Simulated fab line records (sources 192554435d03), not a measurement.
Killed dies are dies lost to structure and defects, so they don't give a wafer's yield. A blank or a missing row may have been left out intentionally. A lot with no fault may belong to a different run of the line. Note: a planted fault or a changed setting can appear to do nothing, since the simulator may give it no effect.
fab line records	flow n5Finfet	part 1 of 2: steps 1 to 22 of 36
record: lots: 5	wafers: 15	lastDay: 18
route steps=1938 shown BEOL_M4@1024
lots with no fault: from the same line, run without faults
startH: hours from the record's first day to the start of the lot's first wafer shown	waitH: time in hours since the lot's previous step	" repeats the value in the row above	L1.1+2: several wafers, shown together as one row	- no value, or no start given	* or withheld: withheld	< > ~ a bound
route shown NAME@n: a module of which the file shows steps, and the number in the route of the first	usual: average and standard deviation across the fault-free wafers	same: alike in all rows	chamber/n: place in a boat	sites: the reading at each site	_std_site: the values' standard deviation	_edge_site: the outer-site mean with the inner-site mean subtracted	radiusMm: how far each site lies from the wafer's centre	mask NAME#n: copy n	behind: the most recent tool/chamber to have shaped the wafer	hold: reason for holding the lot/hours on hold/outcome of the hold	device: which transistor (n, p or np) failed to switch	end of line: tests of these same wafers at the route's end	step lacking rows: just its recipe	killed: count of dies lost to structure and defects at first sort (not the wafer's yield)	map: the dies of a wafer, with x for killed, . for not killed, _ for no die there
set.NAME: setting as actually run; set.NAME@STEP: the setting as run at that earlier step	model.NAME: the simulator's own value behind a step, which no gauge read
lots at selected steps of the route; one table per step, one row per wafer
services: when a tool's chamber went out of use (startH, in hours from the record's first day, below 0 if earlier), for how many hours, and the reason
== steps ==
step: N5_BEOL_M4_HM_DEP_02
recipe: material: TiN	targetThkA: 200	tempC: 25	chamberPressurePa: 0.49996
usual: throttleValvePct: 30.1/0.75
lot.wafer	tool	chamber	startH	waitH	throttleValvePct
L074.1	pvdSputter-03	-	153.26	1.2	31.0
L074.4	"	-	"	"	29.7
L074.5	"	-	"	"	29.2
L081.1	pvdSputter-01	-	201.71	0.4	29.2
L081.2	"	-	"	"	30.7
L081.5	"	-	"	"	30.9
L082.3	pvdSputter-01	-	204.28	1.6	30.8
L082.5	"	-	"	"	30.9
L082.6	"	-	"	"	30.9
L083.2	pvdSputter-01	-	207.30	1.9	30.7
L083.4	"	-	"	"	30.8
L083.6	"	-	"	"	31.0
L097.2	pvdSputter-01	-	304.44	0.7	31.0
L097.4	"	-	"	"	29.3
L097.5	"	-	"	"	30.9
step: N5_BEOL_M4_COAT_61
recipe: resist: SOC	tempC: 250	timeS: 60	spinRpm: 1500	resistThkNm: 60
lot.wafer	tool	chamber	startH	waitH
L074.1+4+5	lithoTrack-01	0	153.39	0.1
L081.1+2+5	lithoTrack-02	0	201.84	0.1
L082.3+5+6	lithoTrack-01	0	204.41	0.1
L083.2+4+6	lithoTrack-01	0	207.43	0.1
L097.2+4+5	lithoTrack-02	0	304.56	0.1
step: N5_BEOL_M4_COAT_62
recipe: resist: SiARC	tempC: 220	timeS: 60	spinRpm: 1500	resistThkNm: 12
lot.wafer	tool	chamber	startH	waitH
L074.1+4+5	lithoTrack-01	0	-	-
L081.1+2+5	lithoTrack-02	0	-	-
L082.3+5+6	lithoTrack-01	0	-	-
L083.2+4+6	lithoTrack-01	0	-	-
L097.2+4+5	lithoTrack-02	0	-	-
step: N5_BEOL_M4_COAT_73
recipe: resist: underlayer	tempC: 205	timeS: 60	spinRpm: 1500	resistThkNm: 5
lot.wafer	tool	chamber	startH	waitH
L074.1+4+5	lithoTrack-01	0	-	-
L081.1+2+5	lithoTrack-02	0	-	-
L082.3+5+6	lithoTrack-01	0	-	-
L083.2+4+6	lithoTrack-01	0	-	-
L097.2+4+5	lithoTrack-02	0	-	-
step: N5_BEOL_M4_COAT_05
recipe: resist: CAR-EUV	spinRpm: 1500	resistThkNm: 30
lot.wafer	tool	chamber	startH	waitH
L074.1+4+5	lithoTrack-01	0	-	-
L081.1+2+5	lithoTrack-02	0	-	-
L082.3+5+6	lithoTrack-01	0	-	-
L083.2+4+6	lithoTrack-01	0	-	-
L097.2+4+5	lithoTrack-02	0	-	-
step: N5_BEOL_M4_EBR_07
recipe: solvent: PGMEA	ebrWidthMm: 1.5
lot.wafer	tool	chamber	startH	waitH
L074.1+4+5	lithoTrack-01	0	-	-
L081.1+2+5	lithoTrack-02	0	-	-
L082.3+5+6	lithoTrack-01	0	-	-
L083.2+4+6	lithoTrack-01	0	-	-
L097.2+4+5	lithoTrack-02	0	-	-
step: N5_BEOL_M4_SOFTBAKE_06
recipe: tempC: 110	timeS: 60	resist: CAR-EUV
lot.wafer	tool	chamber	startH	waitH
L074.1+4+5	lithoTrack-01	0	-	-
L081.1+2+5	lithoTrack-02	0	-	-
L082.3+5+6	lithoTrack-01	0	-	-
L083.2+4+6	lithoTrack-01	0	-	-
L097.2+4+5	lithoTrack-02	0	-	-
step: N5_BEOL_M4_EXPOSE_08
recipe: maskId: M4	na: 0.33	sourceShape: dipole	sigmaInner: 0.369	sigmaOuter: 0.767	polarization: unpolarized	doseMj: 41.25
lot.wafer	tool	chamber	startH	waitH	mask
L074.1+4+5	euvScanner-01	0	153.65	-	M4#0
L081.1+2+5	euvScanner-01	0	201.97	-	M4#0
L082.3+5+6	euvScanner-01	0	204.56	-	M4#0
L083.2+4+6	euvScanner-01	0	207.70	-	M4#0
L097.2+4+5	euvScanner-02	0	304.71	-	M4#0
step: N5_BEOL_M4_PEB_09
recipe: pebTempC: 100	pebTimeS: 60	resist: CAR-EUV
lot.wafer	tool	chamber	startH	waitH
L074.1+4+5	lithoTrack-02	0	153.71	0.1
L081.1+2+5	lithoTrack-03	0	202.04	0.1
L082.3+5+6	lithoTrack-02	0	204.61	0.0
L083.2+4+6	lithoTrack-02	0	207.76	0.1
L097.2+4+5	lithoTrack-03	0	304.76	0.1
step: N5_BEOL_M4_DEVELOP_10
recipe: developTimeS: 30	developer: TMAH	resist: CAR-EUV	rinseLiquid: surfactantRinse	dry: airSpin	devTempC: 23
lot.wafer	tool	chamber	startH	waitH
L074.1+4+5	lithoTrack-02	0	-	-
L081.1+2+5	lithoTrack-03	0	-	-
L082.3+5+6	lithoTrack-02	0	-	-
L083.2+4+6	lithoTrack-02	0	-	-
L097.2+4+5	lithoTrack-03	0	-	-
step: N5_BEOL_M4_CD_MEAS_11
recipe: targetCdNm: 16.79	landingEnergyEv: 500	detector: seInlens	polarity: opening
usual: cdNm: 16.83/0.23
lot.wafer	tool	chamber	startH	waitH	cdNm
L074.1	cdSem-01	0	153.78	-	16.77
L074.4	"	0	"	"	16.74
L074.5	"	0	"	"	16.78
L081.1	cdSem-03	0	202.10	-	16.93
L081.2	"	0	"	"	17.18
L081.5	"	0	"	"	16.88
L082.3	cdSem-01	0	204.68	-	16.84
L082.5	"	0	"	"	16.48
L082.6	"	0	"	"	16.90
L083.2	cdSem-01	0	207.82	-	17.05
L083.4	"	0	"	"	16.63
L083.6	"	0	"	"	16.55
L097.2	cdSem-01	0	304.83	-	17.10
L097.4	"	0	"	"	16.71
L097.5	"	0	"	"	17.32
step: N5_BEOL_M4_OVL_MEAS_12
recipe: pointsPerWafer: 522
usual: M4_OVL: -0.5/0.54
same: pointsPerWafer: 522
lot.wafer	tool	chamber	startH	waitH	M4_OVL[nm]
L074.1	overlay-02	0	153.81	0.0	-0.1
L074.4	"	0	"	"	-0.6
L074.5	"	0	"	"	-0.5
L081.1	overlay-02	0	202.13	0.0	-0.3
L081.2	"	0	"	"	0.0
L081.5	"	0	"	"	-0.2
L082.3	overlay-01	0	204.72	0.0	-0.5
L082.5	"	0	"	"	-1.5
L082.6	"	0	"	"	-0.3
L083.2	overlay-01	0	207.86	0.0	0.0
L083.4	"	0	"	"	-0.9
L083.6	"	0	"	"	0.1
L097.2	overlay-02	0	304.87	0.0	0.3
L097.4	"	0	"	"	-0.7
L097.5	"	0	"	"	-1.0
step: N5_BEOL_M4_INSPECT_13
recipe: mode: adi	inspectInstrument: brightfield
usual: rawDefectCount: 420/78
lot.wafer	tool	chamber	startH	waitH	rawDefectCount
L074.1	defectInspect-01	-	153.87	0.1	288
L074.4	"	-	"	"	429
L074.5	"	-	"	"	399
L081.1	defectInspect-02	-	202.19	0.1	375
L081.2	"	-	"	"	491
L081.5	"	-	"	"	361
L082.3	defectInspect-02	-	204.77	0.0	578
L082.5	"	-	"	"	565
L082.6	"	-	"	"	406
L083.2	defectInspect-01	-	207.91	0.0	294
L083.4	"	-	"	"	400
L083.6	"	-	"	"	273
L097.2	defectInspect-02	-	304.92	0.0	413
L097.4	"	-	"	"	361
L097.5	"	-	"	"	472
step: N5_BEOL_M4_DESCUM_16
recipe: chemistry: O2	timeS: 7	sourcePowerW: 50	biasPowerW: 20	pressureMtorr: 20	rfFrequencyHz: 2.712e+07	tempC: 40	resist: CAR-EUV	o2FlowSccm: 225
usual: drypumpMotorCurrentA: 5.7/0.41	oesProductAu: 0.83/0.087	rfVppV: 243.1/1.4	showerheadPlenumPTorr: 2.10/0.07	throttleValvePct: 20.25/0.21
lot.wafer	tool	chamber	startH	waitH	drypumpMotorCurrentA	oesProductAu	rfHoursCounterH	rfVppV	showerheadPlenumPTorr	throttleValvePct
L074.1	rieDiel-04	3	154.16	0.3	6.5	0.74	189	245.4	2.17	20.52
L074.4	"	1	"	"	5.3	0.91	27	244.0	2.14	20.23
L074.5	"	3	"	"	6.5	0.73	-	243.0	2.17	20.54
L081.1	rieDiel-04	3	202.25	0.1	6.5	0.71	210	245.5	2.16	20.57
L081.2	"	2	"	"	5.7	0.68	249	242.3	2.04	20.45
L081.5	"	1	"	"	5.4	0.87	-	242.9	2.13	20.26
L082.3	rieDiel-02	3	205.32	0.5	5.7	0.90	25	244.6	2.13	20.04
L082.5	"	1	"	"	5.2	0.84	-	243.5	2.12	20.27
L082.6	"	2	"	"	6.2	0.81	-	243.8	2.21	20.25
L083.2	rieDiel-05	3	208.00	0.1	5.2	0.86	44	244.5	2.21	20.26
L083.4	"	3	"	"	5.2	0.87	-	245.7	2.21	20.26
L083.6	"	0	"	"	5.7	0.89	-	242.0	2.04	20.24
L097.2	rieDiel-02	3	304.95	0.0	5.7	0.84	57	243.8	2.12	20.05
L097.4	"	1	"	"	5.2	0.81	95	243.1	2.11	20.32
L097.5	"	3	"	"	5.6	0.84	-	242.3	2.12	20.07
step: N5_BEOL_M4_ETCH_74
recipe: chemistry: N2/H2	target: underlayer	targetDepthA: 65	maskMaterial: CAR-EUV	timeS: 5.2	ionEnergyEv: 200	pressureMtorr: 30	sourceW: 840	biasW: 150	n2FlowSccm: 200	h2FlowSccm: 200	ends: cleared
usual: biasW: 150.0/0.42	drypumpMotorCurrentA: 5.7/0.41	etchRfOnTimeS: 5.17/0.091	oesProductAu: 0.71/0.072	rfVppV: 524.0/2.6	showerheadPlenumPTorr: 2.55/0.083	throttleValvePct: 17.69/0.22
lot.wafer	tool	chamber	startH	waitH	biasW	drypumpMotorCurrentA	etchRfOnTimeS	oesProductAu	rfHoursCounterH	rfVppV	showerheadPlenumPTorr	throttleValvePct
L074.1	rieDiel-04	3	154.20	0.0	150.5	6.5	5.14	0.62	189	527.7	2.62	17.90
L074.4	"	1	"	"	149.8	5.4	5.09	0.77	27	525.8	2.60	17.60
L074.5	"	3	"	"	150.7	6.5	5.17	0.63	-	527.8	2.62	17.86
L081.1	rieDiel-04	3	202.28	0.0	150.4	6.5	5.11	0.61	210	526.3	2.61	17.92
L081.2	"	2	"	"	149.7	5.7	5.10	0.60	249	522.6	2.49	17.94
L081.5	"	1	"	"	149.9	5.3	4.99	0.75	-	526.0	2.60	17.67
L082.3	rieDiel-02	3	205.35	0.0	150.2	5.8	5.20	0.75	25	523.0	2.59	17.53
L082.5	"	1	"	"	150.3	5.2	5.25	0.71	-	523.8	2.59	17.79
L082.6	"	2	"	"	150.8	6.2	5.32	0.68	-	528.3	2.66	17.58
L083.2	rieDiel-05	3	208.03	0.0	149.8	5.2	5.24	0.73	44	530.5	2.71	17.74
L083.4	"	3	"	"	150.6	5.2	5.15	0.74	-	528.8	2.71	17.76
L083.6	"	0	"	"	150.5	5.8	5.16	0.76	-	522.1	2.49	17.77
L097.2	rieDiel-02	3	304.99	0.0	150.3	5.7	5.13	0.72	57	525.2	2.58	17.58
L097.4	"	1	"	"	149.9	5.2	5.22	0.69	95	523.1	2.58	17.83
L097.5	"	3	"	"	150.3	5.7	5.14	0.72	-	523.8	2.58	17.54
step: N5_BEOL_M4_ETCH_63
recipe: chemistry: CF4	target: SiARC	targetDepthA: 156	maskMaterial: CAR-EUV	timeS: 26	ionEnergyEv: 80	pressureMtorr: 40	sourceW: 545	biasW: 36	Ar_flow_sccm: 100	cf4FlowSccm: 100	ends: cleared
usual: biasW: 36.01/0.1	drypumpMotorCurrentA: 5.7/0.4	etchRfOnTimeS: 25.9/0.4	oesProductAu: 0.71/0.073	rfVppV: 184.1/1.1	showerheadPlenumPTorr: 2.15/0.064	throttleValvePct: 15.45/0.19
lot.wafer	tool	chamber	startH	waitH	biasW	drypumpMotorCurrentA	etchRfOnTimeS	oesProductAu	rfHoursCounterH	rfVppV	showerheadPlenumPTorr	throttleValvePct
L074.1	rieDiel-04	3	154.21	0.0	35.99	6.5	26.4	0.62	189	184.4	2.20	15.63
L074.4	"	1	"	"	35.95	5.4	25.7	0.77	27	183.7	2.17	15.33
L074.5	"	3	"	"	35.89	6.5	26.2	0.62	-	185.1	2.20	15.62
L081.1	rieDiel-04	3	202.30	0.0	36.02	6.5	26.0	0.61	210	185.1	2.20	15.67
L081.2	"	2	"	"	36.03	5.8	25.4	0.59	249	182.4	2.11	15.84
L081.5	"	1	"	"	35.85	5.4	25.4	0.75	-	183.7	2.17	15.36
L082.3	rieDiel-02	3	205.37	0.0	36.07	5.7	26.1	0.76	25	182.6	2.18	15.21
L082.5	"	1	"	"	36.07	5.2	26.2	0.72	-	184.7	2.17	15.47
L082.6	"	2	"	"	35.97	6.2	26.2	0.69	-	185.8	2.23	15.37
L083.2	rieDiel-05	3	208.05	0.0	36.12	5.2	25.8	0.75	44	184.7	2.28	15.54
L083.4	"	3	"	"	36.05	5.2	25.8	0.75	-	186.8	2.28	15.54
L083.6	"	0	"	"	36.05	5.8	25.9	0.75	-	183.0	2.08	15.37
L097.2	rieDiel-02	3	305.00	0.0	35.93	5.7	26.2	0.71	57	183.7	2.17	15.27
L097.4	"	1	"	"	36.11	5.3	26.2	0.70	95	183.8	2.15	15.54
L097.5	"	3	"	"	35.95	5.7	26.0	0.71	-	183.5	2.17	15.27
step: N5_BEOL_M4_ETCH_64
recipe: chemistry: N2/H2	target: SOC	targetDepthA: 750	overetchA: 225	maskMaterial: SiARC	tempC: 40	timeS: 121.9	ionEnergyEv: 200	pressureMtorr: 30	sourceW: 840	biasW: 150	n2FlowSccm: 200	h2FlowSccm: 200
usual: biasW: 150.0/0.45	drypumpMotorCurrentA: 5.7/0.41	oesProductAu: 0.63/0.062	rfVppV: 524.4/2.3	showerheadPlenumPTorr: 2.55/0.083	throttleValvePct: 17.65/0.22
lot.wafer	tool	chamber	startH	waitH	biasW	drypumpMotorCurrentA	oesProductAu	rfHoursCounterH	rfVppV	showerheadPlenumPTorr	throttleValvePct
L074.1	rieDiel-04	3	154.24	0.0	149.3	6.5	0.55	189	527.1	2.62	17.83
L074.4	"	1	"	"	149.9	5.4	0.68	27	526.7	2.60	17.61
L074.5	"	3	"	"	148.7	6.5	0.55	-	527.0	2.62	17.84
L081.1	rieDiel-04	3	202.33	0.0	150.5	6.5	0.55	210	525.5	2.62	17.88
L081.2	"	2	"	"	150.1	5.8	0.52	249	522.9	2.49	17.92
L081.5	"	1	"	"	150.3	5.4	0.66	-	524.4	2.59	17.63
L082.3	rieDiel-02	3	205.40	0.0	150.0	5.7	0.67	25	526.0	2.59	17.47
L082.5	"	1	"	"	150.4	5.3	0.65	-	524.3	2.59	17.74
L082.6	"	2	"	"	150.2	6.2	0.61	-	528.0	2.66	17.50
L083.2	rieDiel-05	3	208.08	0.0	149.8	5.2	0.66	44	527.4	2.71	17.72
L083.4	"	3	"	"	149.7	5.2	0.66	-	530.1	2.71	17.73
L083.6	"	0	"	"	150.7	5.8	0.66	-	522.1	2.49	17.74
L097.2	rieDiel-02	3	305.03	0.0	149.5	5.6	0.64	57	525.9	2.58	17.50
L097.4	"	1	"	"	149.5	5.2	0.62	95	525.4	2.58	17.78
L097.5	"	3	"	"	149.7	5.7	0.64	-	526.1	2.58	17.52
step: N5_BEOL_M4_STRIP_65
recipe: chemistry: N2/H2	tempC: 40	n2FlowSccm: 200	h2FlowSccm: 200	rfFrequencyHz: 6e+07
lot.wafer	tool	chamber	startH	waitH
L074.1+4+5	rieDiel-04	3,1,3	154.35	0.1
L081.1+2+5	rieDiel-04	3,2,1	202.44	0.1
L082.3+5+6	rieDiel-02	3,1,2	205.51	0.1
L083.2+4+6	rieDiel-05	3,3,0	208.19	0.1
L097.2+4+5	rieDiel-02	3,1,3	305.15	0.1
step: N5_BEOL_M4_STRIP_75
recipe: chemistry: N2/H2	tempC: 40	n2FlowSccm: 200	h2FlowSccm: 200	rfFrequencyHz: 6e+07
lot.wafer	tool	chamber	startH	waitH
L074.1+4+5	rieDiel-04	3,1,3	154.36	0.0
L081.1+2+5	rieDiel-04	3,2,1	202.45	0.0
L082.3+5+6	rieDiel-02	3,1,2	205.52	0.0
L083.2+4+6	rieDiel-05	3,3,0	208.20	0.0
L097.2+4+5	rieDiel-02	3,1,3	305.16	0.0
step: N5_BEOL_M4_STRIP_66
recipe: chemistry: CF4	resist: SiARC	powerW: 300	biasPowerW: 75	pressureMtorr: 50	cf4FlowSccm: 150	rfFrequencyHz: 6e+07
usual: drypumpMotorCurrentA: 5.7/0.4	oesProductAu: 0.82/0.08	rfVppV: 271.3/1.5	showerheadPlenumPTorr: 1.80/0.054	throttleValvePct: 13.43/0.21
lot.wafer	tool	chamber	startH	waitH	drypumpMotorCurrentA	oesProductAu	rfHoursCounterH	rfVppV	showerheadPlenumPTorr	throttleValvePct
L074.1	rieDiel-04	3	154.37	0.0	6.5	0.72	190	273.9	1.85	13.66
L074.4	"	1	"	"	5.3	0.88	27	271.3	1.82	13.29
L074.5	"	3	"	"	6.5	0.72	-	273.6	1.85	13.67
L081.1	rieDiel-04	3	202.46	0.0	6.5	0.70	210	273.1	1.85	13.71
L081.2	"	2	"	"	5.8	0.68	249	271.3	1.77	13.84
L081.5	"	1	"	"	5.4	0.86	-	271.5	1.81	13.32
L082.3	rieDiel-02	3	205.53	0.0	5.6	0.88	25	271.5	1.83	13.17
L082.5	"	1	"	"	5.3	0.83	-	270.7	1.82	13.46
L082.6	"	2	"	"	6.2	0.79	-	273.7	1.88	13.36
L083.2	rieDiel-05	3	208.21	0.0	5.2	0.86	44	274.2	1.91	13.47
L083.4	"	3	"	"	5.2	0.85	-	272.9	1.91	13.50
L083.6	"	0	"	"	5.7	0.87	-	270.9	1.74	13.31
L097.2	rieDiel-02	3	305.17	0.0	5.7	0.83	57	271.5	1.82	13.23
L097.4	"	1	"	"	5.2	0.81	95	271.6	1.81	13.52
L097.5	"	3	"	"	5.7	0.82	-	273.1	1.82	13.23
step: N5_BEOL_M4_HM_OPEN_17
recipe: chemistry: Cl2/BCl3	targetDepthA: 200	overetchA: 60	target: TiN	maskMaterial: SOC	ionEnergyEv: 150	pressureMtorr: 10	icpW: 1000	biasW: 126	Cl2_flow_sccm: 53.25	bcl3FlowSccm: 21.75	Ar_flow_sccm: 25
usual: biasW: 126.0/0.35	drypumpMotorCurrentA: 5.96/0.28	mfcCl2Sccm: 53.25/0.16	oesProductAu: 0.65/0.11	throttleValvePct: 22.21/0.19
lot.wafer	tool	chamber	startH	waitH	biasW	drypumpMotorCurrentA	mfcCl2Sccm	oesProductAu	rfHoursCounterH	throttleValvePct
L074.1	rieMetal-01	0	154.41	0.0	125.8	6.28	53.26	0.69	30	21.96
L074.4	"	0	"	"	126.2	6.26	53.17	0.69	-	21.98
L074.5	"	0	"	"	125.8	6.28	53.26	0.68	-	21.97
L081.1	rieMetal-02	1	202.50	0.0	125.6	5.46	53.35	0.54	107	22.24
L081.2	"	0	"	"	125.7	5.79	53.13	0.50	130	22.58
L081.5	"	1	"	"	126.3	5.46	53.38	0.54	-	22.23
L082.3	rieMetal-01	1	205.60	0.1	125.6	6.20	53.07	0.81	-	22.05
L082.5	"	0	"	"	125.4	6.27	53.19	0.66	-	22.01
L082.6	"	1	"	"	125.7	6.17	53.38	0.82	-	22.06
L083.2	rieMetal-02	1	208.25	0.0	126.4	5.46	53.29	0.54	108	22.23
L083.4	"	1	"	"	125.6	5.44	53.06	0.54	-	22.25
L083.6	"	1	"	"	125.9	5.46	53.05	0.54	-	22.25
L097.2	rieMetal-02	0	305.24	0.1	125.9	5.76	53.26	0.81	-	22.47
L097.4	"	0	"	"	126.0	5.77	53.33	0.80	-	22.46
L097.5	"	0	"	"	126.7	5.79	53.33	0.80	-	22.47
step: N5_BEOL_M4_STRIP_19
recipe: chemistry: O2	powerW: 400	tempC: 40	pressureMtorr: 30	rfFrequencyHz: 6e+07	biasPowerW: 0	overashFraction: 0.2	o2FlowSccm: 225
usual: drypumpMotorCurrentA: 5.7/0.43	oesProductAu: 0.83/0.085	rfVppV: 3.6/0.51	showerheadPlenumPTorr: 2.10/0.072	throttleValvePct: 16.53/0.2
lot.wafer	tool	chamber	startH	waitH	drypumpMotorCurrentA	oesProductAu	rfHoursCounterH	rfVppV	showerheadPlenumPTorr	throttleValvePct
L074.1	rieDiel-05	2	154.79	0.3	6.5	0.70	233	3.5	2.16	17.01
L074.4	"	0	"	"	5.8	0.92	18	4.3	2.05	16.43
L074.5	"	3	"	"	5.2	0.90	-	3.6	2.22	16.47
L081.1	rieDiel-02	1	202.62	0.1	5.2	0.83	63	3.6	2.12	16.53
L081.2	"	3	"	"	5.6	0.90	24	3.3	2.13	16.26
L081.5	"	2	"	"	6.2	0.80	-	3.9	2.21	16.48
L082.3	rieDiel-04	0	205.73	0.1	5.2	0.95	5	3.4	2.05	16.03
L082.5	"	3	"	"	6.5	0.71	-	3.3	2.17	16.82
L082.6	"	2	"	"	5.8	0.69	-	3.6	2.04	16.79
L083.2	rieDiel-02	1	208.36	0.1	5.3	0.85	66	3.6	2.12	16.54
L083.4	"	2	"	"	6.2	0.81	89	3.9	2.21	16.49
L083.6	"	1	"	"	5.3	0.85	-	2.5	2.12	16.53
L097.2	rieDiel-02	3	305.41	0.1	5.7	0.85	57	3.3	2.12	16.31
L097.4	"	1	"	"	5.2	0.81	95	3.2	2.11	16.60
L097.5	"	0	"	"	5.8	0.69	-	3.8	1.98	16.73
